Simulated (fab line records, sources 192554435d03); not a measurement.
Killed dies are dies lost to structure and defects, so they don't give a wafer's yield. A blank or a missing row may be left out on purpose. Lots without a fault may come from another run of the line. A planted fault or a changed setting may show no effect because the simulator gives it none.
Which tool did it? | flow n5_finfet | 24 lots, 72 wafers sampled, at 5 steps of a route of 1938

WHAT THE GAUGES READ, wafer by wafer
N5_BEOL_M5_OVL_MEAS_29.
lot  | measured     | on         | V4_OVL (nm)
L074 | day 8 01:22  | overlay-02 | 0.1 0.0 0.5
L075 | day 8 01:56  | overlay-02 | 0.1 1.6 0.6
L076 | day 8 15:44  | overlay-01 | -1.1 -1.1 -2.0
L077 | day 8 18:32  | overlay-02 | 0.2 0.5 0.6
L078 | day 9 04:49  | overlay-02 | 0.1 0.0 1.2
L080 | day 9 08:42  | overlay-01 | -0.5 -0.7 -0.7
L079 | day 9 12:00  | overlay-01 | 0.2 0.4 0.0
L081 | day 9 17:46  | overlay-02 | 0.9 1.2 -0.1
L082 | day 9 20:16  | overlay-02 | 0.4 0.6 0.0
L083 | day 10 10:23 | overlay-01 | -0.4 0.0 -0.4
L084 | day 10 19:28 | overlay-01 | -0.1 -0.3 0.5
L086 | day 10 21:34 | overlay-02 | -0.6 1.2 -0.5
L085 | day 11 01:29 | overlay-01 | -0.2 -0.3 0.0
L087 | day 11 10:41 | overlay-02 | -1.3 -0.2 -0.3
L088 | day 11 22:55 | overlay-01 | -0.4 -0.2 -0.1
L089 | day 11 22:58 | overlay-02 | -0.4 -0.1 -0.5
L090 | day 11 23:01 | overlay-01 | -0.2 0.0 0.1
L091 | day 12 13:43 | overlay-01 | -0.3 0.4 0.1
L092 | day 12 18:01 | overlay-01 | -0.7 0.3 0.8
L093 | day 12 23:16 | overlay-01 | 0.4 -0.8 0.5
L094 | day 13 03:17 | overlay-02 | -1.2 -1.7 -1.2
L095 | day 13 05:19 | overlay-02 | -0.4 0.1 0.2
L096 | day 13 17:04 | overlay-01 | -0.4 -0.4 0.1
L097 | day 13 18:47 | overlay-01 | 0.0 -0.2 -0.4

WHICH TOOL RAN EACH LOT (tool, then ch and the chambers of the sampled wafers, then the start)
lot  | N5_BEOL_M4_ANNEAL_80         | N5_BEOL_M4_SPUTTER_81        | N5_BEOL_M4_ANNEAL_89         | N5_BEOL_M4_ANNEAL_93
L074 | pvd_sputter-01, day 7 18:44  | pvd_sputter-01, day 7 18:53  | pvd_sputter-01, day 7 19:24  | pvd_sputter-01, day 7 19:50
L075 | pvd_sputter-03, day 7 19:16  | pvd_sputter-03, day 7 19:25  | pvd_sputter-03, day 7 19:56  | pvd_sputter-03, day 7 20:22
L076 | pvd_sputter-01, day 8 09:05  | pvd_sputter-01, day 8 09:14  | pvd_sputter-01, day 8 09:45  | pvd_sputter-01, day 8 10:11
L077 | pvd_sputter-01, day 8 11:56  | pvd_sputter-01, day 8 12:04  | pvd_sputter-01, day 8 12:35  | pvd_sputter-01, day 8 13:02
L078 | pvd_sputter-03, day 8 22:23  | pvd_sputter-03, day 8 22:32  | pvd_sputter-03, day 8 23:03  | pvd_sputter-03, day 8 23:29
L080 | pvd_sputter-01, day 9 01:38  | pvd_sputter-01, day 9 01:47  | pvd_sputter-01, day 9 02:18  | pvd_sputter-01, day 9 02:44
L079 | pvd_sputter-01, day 9 05:10  | pvd_sputter-01, day 9 05:18  | pvd_sputter-01, day 9 05:49  | pvd_sputter-01, day 9 06:16
L081 | pvd_sputter-02, day 9 10:43  | pvd_sputter-02, day 9 10:51  | pvd_sputter-02, day 9 11:22  | pvd_sputter-02, day 9 11:49
L082 | pvd_sputter-03, day 9 14:29  | pvd_sputter-03, day 9 14:37  | pvd_sputter-03, day 9 15:08  | pvd_sputter-03, day 9 15:35
L083 | pvd_sputter-01, day 10 04:03 | pvd_sputter-01, day 10 04:11 | pvd_sputter-01, day 10 04:43 | pvd_sputter-01, day 10 05:09
L084 | pvd_sputter-02, day 10 11:26 | pvd_sputter-02, day 10 11:35 | pvd_sputter-02, day 10 12:06 | pvd_sputter-02, day 10 12:32
L086 | pvd_sputter-02, day 10 14:53 | pvd_sputter-02, day 10 15:01 | pvd_sputter-02, day 10 15:32 | pvd_sputter-02, day 10 15:59
L085 | pvd_sputter-01, day 10 17:47 | pvd_sputter-01, day 10 17:55 | pvd_sputter-01, day 10 18:26 | pvd_sputter-01, day 10 18:53
L087 | pvd_sputter-02, day 11 04:01 | pvd_sputter-02, day 11 04:10 | pvd_sputter-02, day 11 04:41 | pvd_sputter-02, day 11 05:07
L088 | pvd_sputter-03, day 11 11:40 | pvd_sputter-03, day 11 11:49 | pvd_sputter-03, day 11 12:20 | pvd_sputter-03, day 11 12:46
L089 | pvd_sputter-03, day 11 14:46 | pvd_sputter-03, day 11 14:55 | pvd_sputter-03, day 11 15:26 | pvd_sputter-03, day 11 15:52
L090 | pvd_sputter-02, day 11 15:02 | pvd_sputter-02, day 11 15:11 | pvd_sputter-02, day 11 15:42 | pvd_sputter-02, day 11 16:08
L091 | pvd_sputter-02, day 12 07:05 | pvd_sputter-02, day 12 07:14 | pvd_sputter-02, day 12 07:45 | pvd_sputter-02, day 12 08:11
L092 | pvd_sputter-03, day 12 10:22 | pvd_sputter-03, day 12 10:30 | pvd_sputter-03, day 12 11:01 | pvd_sputter-03, day 12 11:28
L093 | pvd_sputter-02, day 12 13:56 | pvd_sputter-02, day 12 14:04 | pvd_sputter-02, day 12 14:35 | pvd_sputter-02, day 12 15:02
L094 | pvd_sputter-01, day 12 16:41 | pvd_sputter-01, day 12 16:50 | pvd_sputter-01, day 12 17:21 | pvd_sputter-01, day 12 17:47
L095 | pvd_sputter-01, day 12 22:14 | pvd_sputter-01, day 12 22:22 | pvd_sputter-01, day 12 22:53 | pvd_sputter-01, day 12 23:20
L096 | pvd_sputter-01, day 13 09:54 | pvd_sputter-01, day 13 10:02 | pvd_sputter-01, day 13 10:34 | pvd_sputter-01, day 13 11:00
L097 | pvd_sputter-02, day 13 13:11 | pvd_sputter-02, day 13 13:20 | pvd_sputter-02, day 13 13:51 | pvd_sputter-02, day 13 14:17
- N5_BEOL_M4_ANNEAL_80: time 240 s.
- N5_BEOL_M4_SPUTTER_81: material Cu, target thk 4.5 nm, time 8.29 s.
- N5_BEOL_M4_ANNEAL_89: time 240 s.
- N5_BEOL_M4_ANNEAL_93: time 240 s.

WHAT THE TOOLS THEMSELVES READ (means of the sampled wafers that have a number; where no wafer has one, the mark that the record gives instead)
N5_BEOL_M4_ANNEAL_80.
lot  | tool           | heater_power_w (W)
L074 | pvd_sputter-01 | 827
L075 | pvd_sputter-03 | 851
L076 | pvd_sputter-01 | 810
L077 | pvd_sputter-01 | 793
L078 | pvd_sputter-03 | 752
L080 | pvd_sputter-01 | 801
L079 | pvd_sputter-01 | 790
L081 | pvd_sputter-02 | 771
L082 | pvd_sputter-03 | 799
L083 | pvd_sputter-01 | 787
L084 | pvd_sputter-02 | 776
L086 | pvd_sputter-02 | 772
L085 | pvd_sputter-01 | 817
L087 | pvd_sputter-02 | 786
L088 | pvd_sputter-03 | 773
L089 | pvd_sputter-03 | 876
L090 | pvd_sputter-02 | 771
L091 | pvd_sputter-02 | 750
L092 | pvd_sputter-03 | 829
L093 | pvd_sputter-02 | 752
L094 | pvd_sputter-01 | 788
L095 | pvd_sputter-01 | 822
L096 | pvd_sputter-01 | 821
L097 | pvd_sputter-02 | 799

N5_BEOL_M4_SPUTTER_81.
lot  | tool           | throttle_valve_pct (%)
L074 | pvd_sputter-01 | 30.7
L075 | pvd_sputter-03 | 30.2
L076 | pvd_sputter-01 | 31.0
L077 | pvd_sputter-01 | 30.3
L078 | pvd_sputter-03 | 30.1
L080 | pvd_sputter-01 | 29.7
L079 | pvd_sputter-01 | 30.3
L081 | pvd_sputter-02 | 28.5
L082 | pvd_sputter-03 | 30.8
L083 | pvd_sputter-01 | 29.6
L084 | pvd_sputter-02 | 29.6
L086 | pvd_sputter-02 | 28.5
L085 | pvd_sputter-01 | 30.5
L087 | pvd_sputter-02 | 29.4
L088 | pvd_sputter-03 | 30.6
L089 | pvd_sputter-03 | 31.5
L090 | pvd_sputter-02 | 28.1
L091 | pvd_sputter-02 | 29.7
L092 | pvd_sputter-03 | 30.9
L093 | pvd_sputter-02 | 28.6
L094 | pvd_sputter-01 | 29.6
L095 | pvd_sputter-01 | 29.8
L096 | pvd_sputter-01 | 29.9
L097 | pvd_sputter-02 | 29.0

N5_BEOL_M4_ANNEAL_89.
lot  | tool           | heater_power_w (W)
L074 | pvd_sputter-01 | 816
L075 | pvd_sputter-03 | 850
L076 | pvd_sputter-01 | 794
L077 | pvd_sputter-01 | 791
L078 | pvd_sputter-03 | 745
L080 | pvd_sputter-01 | 784
L079 | pvd_sputter-01 | 791
L081 | pvd_sputter-02 | 760
L082 | pvd_sputter-03 | 806
L083 | pvd_sputter-01 | 793
L084 | pvd_sputter-02 | 775
L086 | pvd_sputter-02 | 777
L085 | pvd_sputter-01 | 813
L087 | pvd_sputter-02 | 769
L088 | pvd_sputter-03 | 764
L089 | pvd_sputter-03 | 876
L090 | pvd_sputter-02 | 781
L091 | pvd_sputter-02 | 751
L092 | pvd_sputter-03 | 826
L093 | pvd_sputter-02 | 746
L094 | pvd_sputter-01 | 803
L095 | pvd_sputter-01 | 826
L096 | pvd_sputter-01 | 823
L097 | pvd_sputter-02 | 789

N5_BEOL_M4_ANNEAL_93.
lot  | tool           | heater_power_w (W)
L074 | pvd_sputter-01 | 803
L075 | pvd_sputter-03 | 843
L076 | pvd_sputter-01 | 805
L077 | pvd_sputter-01 | 789
L078 | pvd_sputter-03 | 744
L080 | pvd_sputter-01 | 806
L079 | pvd_sputter-01 | 789
L081 | pvd_sputter-02 | 779
L082 | pvd_sputter-03 | 805
L083 | pvd_sputter-01 | 803
L084 | pvd_sputter-02 | 762
L086 | pvd_sputter-02 | 770
L085 | pvd_sputter-01 | 805
L087 | pvd_sputter-02 | 768
L088 | pvd_sputter-03 | 788
L089 | pvd_sputter-03 | 877
L090 | pvd_sputter-02 | 783
L091 | pvd_sputter-02 | 755
L092 | pvd_sputter-03 | 835
L093 | pvd_sputter-02 | 755
L094 | pvd_sputter-01 | 793
L095 | pvd_sputter-01 | 823
L096 | pvd_sputter-01 | 826
L097 | pvd_sputter-02 | 806

THE ANSWER, worked out from the rows above alone
Rule: what is usual is taken from the lots themselves. Put in order of their means at a reading, lots are off if they are a third of the lots or fewer, leave a main group of 4 or more, and stand apart from it by a gap of 3 or more times the standard deviation of the main group's means; of several such gaps the widest counts. A main group whose means are all the same, to the digits that the tables above print for the reading, isn't used. A lot without any number at a reading at which 4 lots or more have one is off too. The other lots that the step has rows for count as sound. The gauges are gone through in route order, then the tools' own readings, and for those a lot's mean is taken as printed above. The first step at which some lot is off is used, and at that step the reading that is off furthest; a lot without a number counts as furthest.
No lot is off at any reading shown: from this, nothing can be told.

WHAT THE SIMULATOR HAD PUT IN
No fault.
